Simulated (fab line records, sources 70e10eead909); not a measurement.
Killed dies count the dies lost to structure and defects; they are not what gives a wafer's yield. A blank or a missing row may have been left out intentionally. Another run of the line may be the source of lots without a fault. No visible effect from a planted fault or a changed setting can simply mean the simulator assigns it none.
fab line records	flow nand_harc
record: lots: 13	wafers: 39	last_day: 24
route steps=1159 shown A_ONON_D1@447 A_CHANNEL_HOLE_D1@463 END@1159
lots that met no fault: taken from a fault-free run of the same line
start_h: hours from the record's first day to the start of the lot's first wafer shown	wait_h: hours from the lot's prior step to this one	" identical to the entry in the row above	L1.1+2: one row covering several wafers at once	- value missing, or start not given	* or withheld: withheld	< > ~ a bound
route shown NAME@n: NAME is a module with steps in the file, n the number in the route of the first one	usual: mean/standard deviation taken from wafers without a fault	same: alike in all rows	chamber/n: place in a boat	sites: the reading at each site	_std_site: their standard deviation	_edge_site: mean of outer sites minus mean of inner sites	radius_mm: how far each site lies from the wafer's centre	mask NAME#n: copy n	behind: the most recent tool/chamber to have shaped the wafer	hold: reason for holding the lot/hours on hold/outcome of the hold	device: names the non-switching transistor (n, p or np)	end of line: the route-end tests of the same wafers	for a step that has no rows: nothing shown but its recipe	killed: dies lost to structure and defects at the first sort, not the wafer's yield	map: a wafer's dies, marking killed ones x, the rest . and places with no die _
set.NAME: the setting the step ran with; set.NAME@STEP: the setting that earlier step ran with	model.NAME: the simulator's own value behind a step, which no gauge read
the route's steps for a sample of lots (tables are steps, rows are wafers)
services: a tool's chamber out of use, with start hour (start_h, from the record's first day; less than 0 if before it), hours out, and reason
== steps ==
step: NHARC_A_ONON_D1_THK_MEAS_34
recipe: thk_meas_gauge: ellipsometry
usual: thk_nm: 200.0/2.6
lot.wafer	tool	chamber	start_h	wait_h	thk_nm
L597.1	film_metro-01	-	182.52	-	199.6
L597.5	"	-	"	"	203.7
L597.6	"	-	"	"	203.0
L595.1	film_metro-02	-	182.65	-	199.3
L595.2	"	-	"	"	196.0
L595.5	"	-	"	"	201.1
L600.1	film_metro-02	-	192.86	-	200.8
L600.4	"	-	"	"	205.6
L600.6	"	-	"	"	199.4
L603.2	film_metro-01	-	208.95	-	198.4
L603.3	"	-	"	"	195.6
L603.5	"	-	"	"	197.3
L604.2	film_metro-01	-	223.96	-	198.7
L604.3	"	-	"	"	198.6
L604.5	"	-	"	"	199.1
L606.2	film_metro-01	-	252.05	-	200.8
L606.3	"	-	"	"	198.5
L606.6	"	-	"	"	203.6
L609.3	film_metro-02	-	252.29	-	199.4
L609.5	"	-	"	"	204.5
L609.6	"	-	"	"	201.1
L614.4	film_metro-01	-	274.59	-	200.7
L614.5	"	-	"	"	200.1
L614.6	"	-	"	"	202.0
L613.2	film_metro-01	-	274.59	-	195.3
L613.4	"	-	"	"	199.9
L613.5	"	-	"	"	199.4
L611.1	film_metro-01	-	274.79	-	193.7
L611.2	"	-	"	"	196.9
L611.6	"	-	"	"	201.0
L612.1	film_metro-01	-	274.95	-	200.6
L612.3	"	-	"	"	197.1
L612.4	"	-	"	"	200.2
L616.1	film_metro-02	-	296.59	-	198.8
L616.2	"	-	"	"	200.2
L616.4	"	-	"	"	201.0
L615.3	film_metro-01	-	296.64	-	197.7
L615.4	"	-	"	"	199.5
L615.5	"	-	"	"	200.8
step: NHARC_A_ONON_D1_INSPECT_32
usual: raw_defect_count: 76/26
lot.wafer	tool	chamber	start_h	wait_h	raw_defect_count
L597.1	defect_inspect-02	-	182.58	0.0	145
L597.5	"	-	"	"	107
L597.6	"	-	"	"	79
L595.1	defect_inspect-02	-	182.71	0.0	64
L595.2	"	-	"	"	67
L595.5	"	-	"	"	69
L600.1	defect_inspect-01	-	192.95	0.0	78
L600.4	"	-	"	"	77
L600.6	"	-	"	"	57
L603.2	defect_inspect-01	-	209.01	0.0	98
L603.3	"	-	"	"	76
L603.5	"	-	"	"	94
L604.2	defect_inspect-01	-	224.05	0.0	57
L604.3	"	-	"	"	76
L604.5	"	-	"	"	49
L606.2	defect_inspect-01	-	252.13	0.0	75
L606.3	"	-	"	"	67
L606.6	"	-	"	"	56
L609.3	defect_inspect-02	-	252.38	0.0	39
L609.5	"	-	"	"	49
L609.6	"	-	"	"	60
L613.2	defect_inspect-02	-	274.65	0.0	79
L613.4	"	-	"	"	85
L613.5	"	-	"	"	85
L614.4	defect_inspect-01	-	274.67	0.0	91
L614.5	"	-	"	"	67
L614.6	"	-	"	"	58
L611.1	defect_inspect-02	-	274.88	0.0	44
L611.2	"	-	"	"	62
L611.6	"	-	"	"	47
L612.1	defect_inspect-02	-	275.01	0.0	73
L612.3	"	-	"	"	49
L612.4	"	-	"	"	98
L616.1	defect_inspect-01	-	296.66	0.0	47
L616.2	"	-	"	"	44
L616.4	"	-	"	"	48
L615.3	defect_inspect-02	-	296.73	0.0	47
L615.4	"	-	"	"	66
L615.5	"	-	"	"	62
step: NHARC_A_CHANNEL_HOLE_D1_OVL_MEAS_11
usual: overlay_x_nm: 0.2/0.86	overlay_y_nm: 0.5/0.99
lot.wafer	tool	chamber	start_h	wait_h	overlay_x_nm	overlay_y_nm
L597.1	overlay-01	-	185.36	-	-1.3	0.5
L597.5	"	-	"	"	-1.3	0.6
L597.6	"	-	"	"	-1.1	0.4
L595.1	overlay-02	-	185.52	-	0.1	-0.3
L595.2	"	-	"	"	0.1	-0.3
L595.5	"	-	"	"	-0.1	0.1
L600.1	overlay-01	-	196.98	-	0.4	-2.0
L600.4	"	-	"	"	0.2	-1.1
L600.6	"	-	"	"	0.2	-1.1
L603.2	overlay-01	-	212.71	-	-0.7	0.3
L603.3	"	-	"	"	-0.5	-0.1
L603.5	"	-	"	"	-0.6	0.2
L604.2	overlay-01	-	228.06	-	1.2	0.1
L604.3	"	-	"	"	1.6	0.0
L604.5	"	-	"	"	1.6	0.6
L606.2	overlay-01	-	257.13	-	-0.6	1.0
L606.3	"	-	"	"	0.1	0.3
L606.6	"	-	"	"	-0.3	2.0
L609.3	overlay-02	-	257.68	-	0.2	1.5
L609.5	"	-	"	"	0.0	1.2
L609.6	"	-	"	"	-0.5	1.5
L614.4	overlay-01	-	277.34	-	1.6	0.1
L614.5	"	-	"	"	1.1	0.3
L614.6	"	-	"	"	1.4	0.2
L613.2	overlay-02	-	277.49	-	0.1	1.8
L613.4	"	-	"	"	0.0	1.5
L613.5	"	-	"	"	0.1	1.6
L611.1	overlay-02	-	278.03	-	0.2	0.0
L611.2	"	-	"	"	0.8	0.6
L611.6	"	-	"	"	0.3	0.3
L612.1	overlay-02	-	279.35	-	0.0	1.7
L612.3	"	-	"	"	0.7	1.9
L612.4	"	-	"	"	0.7	1.3
L616.1	overlay-02	-	300.54	-	-0.4	-0.6
L616.2	"	-	"	"	-0.6	-0.5
L616.4	"	-	"	"	-0.5	-0.8
L615.3	overlay-02	-	302.14	-	-0.3	0.6
L615.4	"	-	"	"	0.6	0.6
L615.5	"	-	"	"	-0.1	0.6
step: NHARC_A_CHANNEL_HOLE_D1_ETCH_38
recipe: target_depth_a: 390	over_etch_frac: 0.3	time_s: 65	ion_energy_ev: 80	cf4_flow_sccm: 150	ar_flow_sccm: 0	rf_w: 300	bias_w: 100	chemistry: CF4
usual: bias_w: 100.00/0.3	cf4_flow_sccm: 150.0/0.51	drypump_motor_current_A: 5.5/0.42	oes_product_au: 0.997/0.01	rf_vpp_V: 151.2/1.3	showerhead_plenum_p_Torr: 1.77/0.071	throttle_valve_pct: 13.283/0.0094
lot.wafer	tool	chamber	start_h	wait_h	bias_w	cf4_flow_sccm	drypump_motor_current_A	oes_product_au	rf_hours_counter_h	rf_vpp_V	showerhead_plenum_p_Torr	throttle_valve_pct
L597.1	rie_diel-05	2	185.56	0.1	100.27	149.6	5.1	1.001	1	151.8	1.88	13.286
L597.5	"	3	"	"	99.54	150.5	5.1	1.003	-	152.8	1.86	13.284
L597.6	"	0	"	"	100.63	149.9	5.5	1.016	-	151.5	1.81	13.283
L595.1	rie_diel-10	3	185.70	0.1	99.45	150.6	6.1	0.993	0	151.1	1.77	13.292
L595.2	"	0	"	"	100.59	149.8	6.4	1.000	0	153.1	1.86	13.284
L595.5	"	0	"	"	100.35	150.0	6.3	1.006	-	154.6	1.86	13.285
L600.4	rie_diel-10	1	197.17	0.1	99.94	149.6	5.9	0.978	1	150.8	1.67	13.301
L600.1	"	0	"	"	99.64	150.2	6.3	0.995	1	152.5	1.86	13.291
L600.6	"	1	"	"	99.79	150.1	5.9	0.985	-	149.6	1.67	13.277
L603.2	rie_diel-10	2	212.90	0.1	99.73	149.8	5.3	0.988	2	152.0	1.80	13.282
L603.3	"	3	"	"	99.92	149.9	6.1	0.986	2	151.4	1.77	13.284
L603.5	"	1	"	"	99.91	150.6	5.9	0.980	-	148.5	1.67	13.281
L604.2	rie_diel-10	1	228.27	0.1	-	-	-	-	-	-	-	-
L604.3	"	2	"	"	-	-	-	-	-	-	-	-
L604.5	"	2	"	"	-	-	-	-	-	-	-	-
L606.2	rie_diel-10	1	257.31	0.1	-	-	-	-	-	-	-	-
L606.3	"	0	"	"	-	-	-	-	-	-	-	-
L606.6	"	1	"	"	-	-	-	-	-	-	-	-
L609.3	rie_diel-05	2	257.88	0.1	100.06	150.6	5.2	0.987	3	153.7	1.88	13.281
L609.6	"	3	"	"	99.43	149.2	5.1	0.993	-	153.1	1.86	13.298
L609.5	"	0	"	"	100.29	150.0	5.5	0.990	-	151.8	1.81	13.284
L614.4	rie_diel-10	2	277.56	0.1	99.96	149.6	5.3	0.990	-	150.9	1.80	13.282
L614.6	"	3	"	"	99.68	150.0	6.0	0.993	-	152.3	1.77	13.293
L614.5	"	1	"	"	100.07	149.7	5.9	0.987	-	151.7	1.67	13.288
L613.4	rie_diel-05	2	277.68	0.1	99.81	149.8	5.1	0.984	6	153.4	1.88	13.282
L613.2	"	3	"	"	100.07	150.5	5.1	0.994	5	151.7	1.86	13.278
L613.5	"	1	"	"	99.81	150.2	5.3	1.001	-	151.0	1.70	13.289
L611.2	rie_diel-07	1	278.21	0.1	100.09	150.3	5.4	0.993	3	152.2	1.67	13.281
L611.1	"	0	"	"	99.65	150.3	5.1	0.989	3	150.3	1.77	13.282
L611.6	"	1	"	"	99.82	149.4	5.4	0.997	-	149.3	1.67	13.295
L612.1	rie_diel-10	3	279.56	0.1	99.30	149.5	6.1	0.981	5	150.6	1.77	13.287
L612.3	"	1	"	"	100.84	149.7	5.9	0.962	7	149.6	1.67	13.296
L612.4	"	2	"	"	100.18	149.9	5.3	0.977	-	150.8	1.80	13.281
L616.1	rie_diel-07	2	300.72	0.1	100.15	150.5	5.4	0.996	5	150.3	1.78	13.289
L616.2	"	0	"	"	99.76	150.0	5.1	1.002	5	152.6	1.77	13.282
L616.4	"	1	"	"	99.81	150.3	5.4	0.991	4	150.4	1.67	13.267
L615.4	rie_diel-05	1	302.32	0.1	99.62	149.9	5.3	1.007	7	151.3	1.70	13.317
L615.3	"	0	"	"	100.02	149.6	5.5	0.980	6	150.2	1.81	13.291
L615.5	"	1	"	"	99.83	150.5	5.3	1.009	-	150.7	1.70	13.290
step: NHARC_END_SORT_01
recipe: temp_c: 25
usual: killed_at_array: 28/8.6	killed_at_other: 0.7/1.2	killed_at_periphery: 3.1/2.3	killed_dies: 32/8.7	killed_open: 3.2/1.7	killed_short: 2.0/1.5
same: gross_dies: 677
lot.wafer	tool	chamber	start_h	wait_h	killed_at_array	killed_at_other	killed_at_periphery	killed_dies	killed_open	killed_short
L597.1	prober-01	0	444.34	2.5	27	5	2	34	4	3
L597.5	prober-01	0	447.51	3.7	26	1	3	30	4	1
L597.6	prober-01	0	448.30	4.0	16	6	4	26	3	0
L595.1	prober-02	0	444.34	2.5	38	0	0	38	4	4
L595.2	prober-02	0	445.13	2.8	32	1	6	39	5	2
L595.5	prober-02	0	447.51	3.7	23	0	2	25	3	2
L600.1	prober-01	0	459.90	2.5	27	0	4	31	6	1
L600.4	prober-01	0	462.30	3.4	16	1	6	23	6	0
L600.6	prober-01	0	463.90	4.0	21	2	4	27	3	2
L603.2	prober-01	0	485.93	2.8	22	0	12	34	2	3
L603.3	prober-01	0	486.72	3.1	26	0	11	37	2	1
L603.5	prober-01	0	488.29	3.6	25	1	3	29	9	0
L604.2	prober-01	0	493.72	2.8	677	0	0	677	2	0
L604.3	prober-01	0	494.51	3.1	674	0	3	677	4	2
L604.5	prober-01	0	496.10	3.7	675	0	2	677	7	2
L609.3	prober-02	0	508.87	3.1	21	1	2	24	5	2
L609.5	prober-02	0	510.47	3.7	28	1	2	31	1	3
L609.6	prober-02	0	511.26	4.0	25	1	2	28	5	3
L606.2	prober-01	0	509.39	2.8	676	0	1	677	3	1
L606.3	prober-01	0	510.19	3.1	677	0	0	677	1	0
L606.6	prober-01	0	512.61	4.0	674	0	3	677	2	3
L612.1	prober-01	0	541.32	2.5	32	1	4	37	3	7
L612.3	prober-01	0	542.94	3.1	21	1	4	26	3	3
L612.4	prober-01	0	543.74	3.4	33	0	2	35	3	1
L614.4	prober-02	0	548.75	3.4	23	0	4	27	3	4
L614.5	prober-02	0	549.55	3.7	16	0	4	20	2	2
L614.6	prober-02	0	550.35	4.0	21	0	6	27	2	2
L611.1	prober-01	0	549.15	2.5	46	0	3	49	2	1
L611.2	prober-01	0	549.95	2.8	44	0	6	50	2	0
L611.6	prober-01	0	553.14	4.0	41	0	7	48	4	0
L613.2	prober-02	0	554.92	2.8	31	0	3	34	1	0
L613.4	prober-02	0	556.55	3.4	28	0	4	32	3	1
L613.5	prober-02	0	557.36	3.7	34	0	3	37	4	2
L615.3	prober-01	0	572.19	3.1	27	0	2	29	3	1
L615.4	prober-01	0	572.99	3.4	28	0	4	32	2	2
L615.5	prober-01	0	573.80	3.7	31	0	2	33	3	1
L616.1	prober-01	0	582.42	2.5	20	1	0	21	2	2
L616.2	prober-01	0	583.22	2.8	25	1	1	27	4	3
L616.4	prober-01	0	584.80	3.4	18	1	1	20	0	2
killed by level:class
L597.1 A_SLIT:chamber_film_flake=9 A_SGD_CUT:chamber_film_flake=5 THIN_TSV:chamber_film_flake=5 A_STAIRCASE:chamber_film_flake=4 A_WL_FILL:geometric_particle:short=2 P_M0:geometric_particle:open=1 A_ONON_D1:geometric_particle:open=1 A_CHANNEL_FILL_D1:geometric_particle:short=1
L595.1 A_CHANNEL_HOLE_D1:chamber_film_flake=14 A_SLIT:chamber_film_flake=10 A_CHANNEL_FILL_D1:geometric_particle:short=2 A_WL_FILL:geometric_particle:open=2 A_STAIRCASE:chamber_film_flake=2 A_WL_FILL:chamber_film_flake=2 A_SGD_CUT:geometric_particle:open=1 A_WL_FILL:geometric_particle:short=1
L595.2 A_CHANNEL_HOLE_D1:chamber_film_flake=18 A_SLIT:chamber_film_flake=10 P_M0:geometric_particle:open=2 A_CHANNEL_FILL_D1:geometric_particle:open=2 A_STAIRCASE:chamber_film_flake=2 P_CONTACT:geometric_particle:short=1 P_CONTACT:geometric_particle:open=1 P_M0:geometric_particle:short=1
L597.5 A_SLIT:chamber_film_flake=7 A_SGD_CUT:chamber_film_flake=5 A_STAIRCASE:chamber_film_flake=4 A_CHANNEL_HOLE_D1:chamber_film_flake=3 P_GATE:chamber_film_flake=2 A_CONTACT:chamber_film_flake=2 A_ONON_D1:geometric_particle:short=1 A_ONON_D1:geometric_particle:open=1
L595.5 A_CHANNEL_HOLE_D1:chamber_film_flake=13 A_SLIT:chamber_film_flake=4 P_M0:geometric_particle:open=2 A_WL_FILL:chamber_film_flake=1 A_CHANNEL_FILL_D1:geometric_particle:short=1 A_WL_FILL:geometric_particle:open=1 A_CONTACT:geometric_particle:short=1 A_STAIRCASE:chamber_film_flake=1
L597.6 A_SLIT:chamber_film_flake=6 THIN_TSV:chamber_film_flake=6 A_SGD_CUT:chamber_film_flake=4 P_GATE:chamber_film_flake=3 A_CONTACT:geometric_particle:open=2 A_CONTACT:chamber_film_flake=2 P_M0:geometric_particle:open=1 A_CHANNEL_HOLE_D1:chamber_film_flake=1
L600.1 A_SLIT:chamber_film_flake=14 A_CONTACT:geometric_particle:open=3 A_STAIRCASE:chamber_film_flake=2 A_WL_FILL:chamber_film_flake=2 P_M0:geometric_particle:open=1 A_ONON_D1:geometric_particle:open=1 A_ONON_D1:geometric_particle:short=1 A_CHANNEL_FILL_D1:geometric_particle:open=1
L600.4 A_SLIT:chamber_film_flake=12 P_M0:geometric_particle:open=4 A_ONON_D1:geometric_particle:open=1 A_STAIRCASE:geometric_particle:open=1 P_ZERO_WELL:chamber_film_flake=1 P_BONDPAD:chamber_film_flake=1 A_CHANNEL_HOLE_D1:chamber_film_flake=1 A_CONTACT:chamber_film_flake=1
L600.6 A_SLIT:chamber_film_flake=12 A_CHANNEL_HOLE_D1:chamber_film_flake=6 THIN_TSV:chamber_film_flake=2 P_STI:geometric_particle:open=1 P_CONTACT:geometric_particle:open=1 P_CONTACT:geometric_particle:short=1 A_CHANNEL_FILL_D1:geometric_particle:open=1 A_CONTACT:geometric_particle:short=1
L603.2 A_SLIT:chamber_film_flake=8 A_CHANNEL_HOLE_D1:chamber_film_flake=4 P_ZERO_WELL:chamber_film_flake=3 P_STI:chamber_film_flake=3 P_CONTACT:chamber_film_flake=3 A_STAIRCASE:chamber_film_flake=3 P_CONTACT:geometric_particle:short=2 A_ZERO_WELL:chamber_film_flake=2
L603.3 A_SLIT:chamber_film_flake=12 P_ZERO_WELL:chamber_film_flake=8 A_STAIRCASE:chamber_film_flake=5 A_CHANNEL_HOLE_D1:chamber_film_flake=4 P_CONTACT:chamber_film_flake=2 A_ONON_D1:geometric_particle:open=1 A_CONTACT:geometric_particle:open=1 A_BLC:geometric_particle:short=1
L603.5 A_STAIRCASE:chamber_film_flake=8 A_SLIT:chamber_film_flake=7 A_CHANNEL_HOLE_D1:chamber_film_flake=3 A_CONTACT:geometric_particle:open=2 P_CONTACT:geometric_particle:open=1 P_M0:geometric_particle:open=1 A_CHANNEL_HOLE_D1:geometric_particle:open=1 A_CHANNEL_FILL_D1:geometric_particle:open=1
L604.2 A_CHANNEL_HOLE_D1:area_etch=650 A_SLIT:chamber_film_flake=10 A_STAIRCASE:chamber_film_flake=5 A_CONTACT:chamber_film_flake=5 A_CHANNEL_HOLE_D1:chamber_film_flake=4 A_CONTACT:geometric_particle:open=1 A_BLC:geometric_particle:open=1 A_CHANNEL_FILL_D1:chamber_film_flake=1
L604.3 A_CHANNEL_HOLE_D1:area_etch=641 A_SLIT:chamber_film_flake=13 A_CHANNEL_HOLE_D1:chamber_film_flake=6 A_STAIRCASE:chamber_film_flake=5 A_CHANNEL_FILL_D1:chamber_film_flake=2 P_M0:geometric_particle:open=1 P_M1:geometric_particle:short=1 A_ONON_D1:geometric_particle:open=1
L604.5 A_CHANNEL_HOLE_D1:area_etch=649 A_SLIT:chamber_film_flake=8 A_CONTACT:chamber_film_flake=5 A_STAIRCASE:chamber_film_flake=4 A_M0:geometric_particle:open=2 A_CHANNEL_HOLE_D1:chamber_film_flake=2 P_CONTACT:geometric_particle:short=1 P_M0:geometric_particle:open=1
L609.3 A_CHANNEL_HOLE_D1:chamber_film_flake=14 A_CONTACT:chamber_film_flake=2 P_ZERO_WELL:geometric_particle:short=1 P_CONTACT:geometric_particle:open=1 A_CHANNEL_HOLE_D1:geometric_particle:open=1 A_WL_FILL:geometric_particle:short=1 A_CONTACT:geometric_particle:open=1 A_BLC:geometric_particle:open=1
L606.2 A_CHANNEL_HOLE_D1:area_etch=637 A_CHANNEL_HOLE_D1:chamber_film_flake=15 A_SLIT:chamber_film_flake=11 A_WL_FILL:chamber_film_flake=5 A_STAIRCASE:chamber_film_flake=2 A_SGD_CUT:chamber_film_flake=2 P_M0:geometric_particle:open=1 A_SOURCE_PLATE:geometric_particle:short=1
L606.3 A_CHANNEL_HOLE_D1:area_etch=644 A_CHANNEL_HOLE_D1:chamber_film_flake=12 A_SLIT:chamber_film_flake=11 A_STAIRCASE:chamber_film_flake=4 A_WL_FILL:chamber_film_flake=3 A_SGD_CUT:chamber_film_flake=2 A_CONTACT:geometric_particle:open=1
L609.5 A_CHANNEL_HOLE_D1:chamber_film_flake=20 A_CONTACT:chamber_film_flake=4 P_CONTACT:geometric_particle:short=1 A_SGD_CUT:geometric_particle:open=1 A_WL_FILL:geometric_particle:short=1 P_STI:chamber_film_flake=1 STARTING-WAFER:geometric_particle:short=1 A_ZERO_WELL:chamber_film_flake=1
L609.6 A_CHANNEL_HOLE_D1:chamber_film_flake=16 A_CHANNEL_FILL_D1:geometric_particle:open=2 A_CHANNEL_FILL_D1:geometric_particle:short=2 A_M0:geometric_particle:open=2 A_CONTACT:chamber_film_flake=2 P_GATE:geometric_particle:short=1 A_ONON_D1:geometric_particle:open=1 P_ZERO_WELL:chamber_film_flake=1
L606.6 A_CHANNEL_HOLE_D1:area_etch=626 A_CHANNEL_HOLE_D1:chamber_film_flake=19 A_SLIT:chamber_film_flake=15 A_WL_FILL:chamber_film_flake=5 A_SGD_CUT:chamber_film_flake=3 A_CHANNEL_FILL_D1:chamber_film_flake=2 P_ZERO_WELL:geometric_particle:short=1 P_GATE:geometric_particle:open=1
L612.1 A_SLIT:chamber_film_flake=15 A_CONTACT:chamber_film_flake=5 A_CHANNEL_HOLE_D1:chamber_film_flake=4 A_STAIRCASE:chamber_film_flake=2 P_GATE:geometric_particle:short=1 P_CONTACT:geometric_particle:open=1 P_CONTACT:geometric_particle:short=1 P_M0:geometric_particle:short=1
L612.3 A_SLIT:chamber_film_flake=12 A_STAIRCASE:chamber_film_flake=3 P_M0:geometric_particle:short=2 A_CHANNEL_HOLE_D1:chamber_film_flake=2 A_CONTACT:chamber_film_flake=2 P_M0:geometric_particle:open=1 A_CHANNEL_FILL_D1:geometric_particle:open=1 A_CONTACT:geometric_particle:open=1
L612.4 A_SLIT:chamber_film_flake=17 A_CONTACT:chamber_film_flake=5 A_CHANNEL_HOLE_D1:chamber_film_flake=5 A_STAIRCASE:chamber_film_flake=3 P_CONTACT:geometric_particle:open=2 A_WL_FILL:geometric_particle:short=1 A_CONTACT:geometric_particle:open=1 A_ZERO_WELL:chamber_film_flake=1
L614.4 A_CHANNEL_HOLE_D1:chamber_film_flake=9 A_CONTACT:chamber_film_flake=5 P_ZERO_WELL:chamber_film_flake=3 A_ONON_D1:geometric_particle:short=1 A_CHANNEL_HOLE_D1:geometric_particle:short=1 A_CHANNEL_FILL_D1:geometric_particle:short=1 A_SGD_CUT:geometric_particle:open=1 A_CONTACT:geometric_particle:open=1
L611.1 A_CHANNEL_HOLE_D1:chamber_film_flake=23 A_SLIT:chamber_film_flake=10 A_CONTACT:chamber_film_flake=5 P_ZERO_WELL:chamber_film_flake=3 A_BONDPAD:chamber_film_flake=3 A_STAIRCASE:chamber_film_flake=2 A_ONON_D1:geometric_particle:open=1 A_CONTACT:geometric_particle:open=1
L614.5 A_CHANNEL_HOLE_D1:chamber_film_flake=8 A_CONTACT:chamber_film_flake=6 P_ZERO_WELL:chamber_film_flake=2 P_CONTACT:geometric_particle:open=1 P_CONTACT:geometric_particle:short=1 A_BLC:geometric_particle:open=1 A_M0:geometric_particle:short=1
L611.2 A_CHANNEL_HOLE_D1:chamber_film_flake=16 A_SLIT:chamber_film_flake=13 A_CONTACT:chamber_film_flake=10 P_ZERO_WELL:chamber_film_flake=5 A_STAIRCASE:chamber_film_flake=2 A_WL_FILL:chamber_film_flake=2 P_M0:geometric_particle:open=1 A_ONON_D1:geometric_particle:open=1
L614.6 A_CONTACT:chamber_film_flake=9 A_CHANNEL_HOLE_D1:chamber_film_flake=7 P_STI:chamber_film_flake=3 A_CONTACT:geometric_particle:open=2 P_M1:geometric_particle:short=1 P_M2:geometric_particle:short=1 P_ZERO_WELL:chamber_film_flake=1 A_STAIRCASE:chamber_film_flake=1
L611.6 A_CHANNEL_HOLE_D1:chamber_film_flake=17 A_SLIT:chamber_film_flake=10 A_CONTACT:chamber_film_flake=9 P_ZERO_WELL:chamber_film_flake=3 P_M2:chamber_film_flake=2 P_GATE:geometric_particle:open=1 A_BLC:geometric_particle:open=1 A_WL_FILL:geometric_particle:open=1
L613.2 A_CHANNEL_HOLE_D1:chamber_film_flake=21 A_STAIRCASE:chamber_film_flake=4 P_ZERO_WELL:chamber_film_flake=2 A_CONTACT:chamber_film_flake=2 A_BONDPAD:chamber_film_flake=2 A_CONTACT:geometric_particle:open=1 P_GATE:chamber_film_flake=1 A_WL_FILL:chamber_film_flake=1
L613.4 A_CHANNEL_HOLE_D1:chamber_film_flake=19 P_ZERO_WELL:chamber_film_flake=2 A_CONTACT:chamber_film_flake=2 A_BONDPAD:chamber_film_flake=2 P_CONTACT:geometric_particle:open=1 P_M2:geometric_particle:open=1 A_ONON_D1:geometric_particle:short=1 A_M0:geometric_particle:open=1
L613.5 A_CHANNEL_HOLE_D1:chamber_film_flake=22 A_CONTACT:chamber_film_flake=3 A_CONTACT:geometric_particle:open=2 P_ZERO_WELL:chamber_film_flake=2 A_STAIRCASE:chamber_film_flake=2 P_CONTACT:geometric_particle:open=1 A_ONON_D1:geometric_particle:short=1 A_CHANNEL_HOLE_D1:geometric_particle:short=1
L615.3 A_CHANNEL_HOLE_D1:chamber_film_flake=17 A_STAIRCASE:chamber_film_flake=4 A_CONTACT:geometric_particle:open=2 P_M0:geometric_particle:open=1 A_SGD_CUT:geometric_particle:short=1 P_ZERO_WELL:chamber_film_flake=1 A_SLIT:chamber_film_flake=1 A_CONTACT:chamber_film_flake=1
L615.4 A_CHANNEL_HOLE_D1:chamber_film_flake=23 P_GATE:chamber_film_flake=3 A_ONON_D1:geometric_particle:open=1 A_CHANNEL_HOLE_D1:geometric_particle:short=1 A_WL_FILL:geometric_particle:short=1 A_CONTACT:geometric_particle:open=1 P_ZERO_WELL:chamber_film_flake=1 A_STAIRCASE:chamber_film_flake=1
L615.5 A_CHANNEL_HOLE_D1:chamber_film_flake=24 A_STAIRCASE:chamber_film_flake=2 P_M1:geometric_particle:open=1 A_ONON_D1:geometric_particle:open=1 A_SLIT:geometric_particle:short=1 A_M0:geometric_particle:open=1 P_GATE:chamber_film_flake=1 A_SLIT:chamber_film_flake=1
L616.1 A_CHANNEL_HOLE_D1:chamber_film_flake=7 A_STAIRCASE:chamber_film_flake=4 A_CONTACT:chamber_film_flake=2 A_M1:chamber_film_flake=2 A_CHANNEL_FILL_D1:geometric_particle:open=1 A_CONTACT:geometric_particle:short=1 A_BLC:geometric_particle:short=1 A_M0:geometric_particle:open=1
L616.2 A_CHANNEL_HOLE_D1:chamber_film_flake=7 A_STAIRCASE:chamber_film_flake=4 A_CONTACT:chamber_film_flake=4 A_M1:chamber_film_flake=3 A_WL_FILL:geometric_particle:short=2 P_M2:geometric_particle:open=1 A_SOURCE_PLATE:geometric_particle:open=1 A_CHANNEL_FILL_D1:geometric_particle:short=1
L616.4 A_CONTACT:chamber_film_flake=6 A_CHANNEL_HOLE_D1:chamber_film_flake=3 A_STAIRCASE:chamber_film_flake=3 A_CONTACT:geometric_particle:short=2 A_SLIT:chamber_film_flake=2 A_M1:chamber_film_flake=2 P_STI:chamber_film_flake=1 THIN_TSV:chamber_film_flake=1
== services ==
tool	chamber	start_h	hours	kind
rie_diel-05	-	163.60	9.0	pm
rie_diel-05	3	173.18	4.9	repair
rie_diel-10	-	176.50	9.0	pm
rie_diel-10	0	176.50	9.0	vent_cycle
rie_diel-10	1	176.50	9.0	vent_cycle
rie_diel-10	2	176.50	9.0	vent_cycle
rie_diel-10	3	176.50	9.0	vent_cycle
rie_diel-10	0	185.50	-	clean
rie_diel-10	1	185.50	-	clean
rie_diel-10	2	185.50	-	clean
rie_diel-10	3	185.50	-	clean
rie_diel-07	0	189.71	6.5	repair
rie_diel-05	-	201.79	34.4	repair
rie_diel-10	3	206.26	4.2	repair
rie_diel-10	0	210.00	-	clean
rie_diel-10	1	210.00	-	clean
rie_diel-10	2	210.00	-	clean
rie_diel-10	3	216.83	24.6	repair
rie_diel-10	0	232.81	11.0	repair
rie_diel-10	1	234.50	-	clean
rie_diel-10	2	234.50	-	clean
rie_diel-10	0	259.00	-	clean
rie_diel-10	1	259.00	-	clean
rie_diel-10	0	267.78	12.2	repair
== key ==
first_sign: step: NHARC_A_CHANNEL_HOLE_D1_ETCH_38	reading: tool_record	direction: missing
effect: step: NHARC_END_SORT_01	reading: killed_at_array	direction: up	sigmas: 76	usual: 28	struck: 676
more_kills_born_at: NHARC_A_CHANNEL_HOLE_D1_ETCH_38@rie_diel-10: 3847
met_at NHARC_A_CHANNEL_HOLE_D1_ETCH_38
struck_lots L604,L606
later_rows_left_out L604.2,L604.3,L604.5,L606.2,L606.3,L606.6
tester_left_out L604,L606
not_acting_at NHARC_A_ONON_D1_THK_MEAS_34,NHARC_A_ONON_D1_INSPECT_32,NHARC_A_CHANNEL_HOLE_D1_OVL_MEAS_11
onset_between 212.90 228.27
fault: kind: skipped_step_whole	tool: rie_diel-10	chamber: -	onset_h: 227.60	steps: NHARC_A_CHANNEL_HOLE_D1_ETCH_38	scope: struck_lots_only
tester_left_out: of these lots the tester's yield and bins aren't shown, on N5 and GAA mostly nor the transistor test; their killed dies are dies lost to structure and defects alone, not to doping, threshold or leakage, so they don't give the yield
later_rows_left_out: the simulator's readings of these wafers behind a module that went badly wrong aren't trusted and aren't shown, but for the sort
